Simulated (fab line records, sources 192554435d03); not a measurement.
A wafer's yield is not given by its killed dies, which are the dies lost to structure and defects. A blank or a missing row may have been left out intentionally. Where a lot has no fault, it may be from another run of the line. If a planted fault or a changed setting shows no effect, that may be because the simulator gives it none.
Problem report in the 8D (eight disciplines) form, filled by code | flow n5Finfet | the parts of the form that need people (team, actions taken, sign-off) are left out

1. WHAT WENT WRONG
At N5_FIN_CUT_INSPECT_10, rawDefectCount averages 298 over 9 wafers from 3 lots, while fault-free wafers read 46, standard deviation 12. Measured from the usual mean, that is +21 standard deviations.
The step: inspects for defects (brightfield).
First seen on wafer L943.2, day 6 14:42, on defectInspect-01. Wafers with a number at this step in the record: 23, from 8 lots. By rule, "out" or "out of limits" means more than 4 standard deviations away from the usual mean. The rest of the wafers with a number are treated as sound.

2. WHAT IT IS, WHAT IT ISN'T
question                    | is                                 | is not
which readings at this step | rawDefectCount                     | -
which lots                  | L943, L944, L946                   | L926, L932, L934, L936, L945
which wafers of those lots  | all that have a number             | -
read on which gauges        | defectInspect-01, defectInspect-02 | -
when                        | from day 6 14:42                   | up to then (11 sound wafers); but 3 sound wafers of L945 came after

3. WHAT RULES OUT EACH SUSPECT
Counting: a tool stays on the suspect list if, at a process step up to the reading, it processed all lots that are out and no sound lot following the first of them.
- ruled out: the gauge at N5_FIN_CUT_INSPECT_10. 2 gauges (defectInspect-01, defectInspect-02) read the wafers that are out.
- pecvd-04 at N5_FIN_SAQP_HM_DEP_03 (deposits SiNx from SiH4/NH3/N2, target thk 38 nm, time 33.6 s): kept. It processed each lot that is out, first L943 at day 6 08:55, and no sound lot thereafter; up to then, the last sound lot it processed was L936 at day 4 16:18.
After counting, what remains is pecvd-04 at N5_FIN_SAQP_HM_DEP_03.

4. THE CAUSE (what the simulator had put in)
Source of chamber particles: pecvd-04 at N5_FIN_SAQP_HM_DEP_03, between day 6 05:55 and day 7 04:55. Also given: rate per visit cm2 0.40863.
The count eliminated every tool but this one.

5. SEQUENCE OF EFFECTS, ordered by route
Rows list readings where the struck wafers' mean (over those with a number) sits beyond 3 standard deviations from the usual. Scope: only readings with a usual standard deviation given in the record; hours: median across lots of the time from each lot's start at the first step in this table that gives one to its start at this step; sigmas: change in usual standard deviations.
hours | step                    | reading             | usual  | on struck wafers | change | sigmas
0     | N5_FIN_CUT_INSPECT_10   | rawDefectCount      | 46     | 298              | +252   | +21
1     | N5_FIN_CUT_INSPECT_17   | rawDefectCount      | 264    | 503              | +239   | +3.5
248   | N5_PASSIVATION_PROBE_49 | defectLimitedYield  | 91.0 % | 84.8             | -6.2   | -4.1
248   | N5_PASSIVATION_PROBE_49 | killedAtFrontEnd    | 40     | 120              | +80    | +6.7
248   | N5_PASSIVATION_PROBE_49 | killedDies          | 106    | 179              | +73    | +4.1
248   | N5_PASSIVATION_PROBE_49 | sort_bin_5_function | 5.2 %  | 10.0             | +4.8   | +4.9
248   | N5_PASSIVATION_PROBE_49 | sortNPass           | 1074   | 1001             | -73    | -4.1
248   | N5_PASSIVATION_PROBE_49 | sortYieldPct        | 91.0 % | 84.8             | -6.2   | -4.1
Its process steps:
- N5_PASSIVATION_PROBE_49
At these later measuring or inspecting steps, every struck wafer for which the step has a row has a number for every such reading, and none has moved that far: N5_BEOL_M4_RC_MEAS_101.

6. HOW IT WOULD HAVE BEEN CAUGHT EARLIER
Counted from the fault's start at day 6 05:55, it took 9 hours until the first out-of-limits reading at a measuring or inspecting step in this record, taken at day 6 14:42.
Tool readings at N5_FIN_SAQP_HM_DEP_03 with a usual standard deviation given in the record: none out on any struck wafer, hence no alarm at a limit of 4 standard deviations on them.
Of the lots that are out (3), L944, L946 began N5_FIN_SAQP_HM_DEP_03 on pecvd-04 after day 6 14:42. A hold on the tool at that time would have spared those 2.
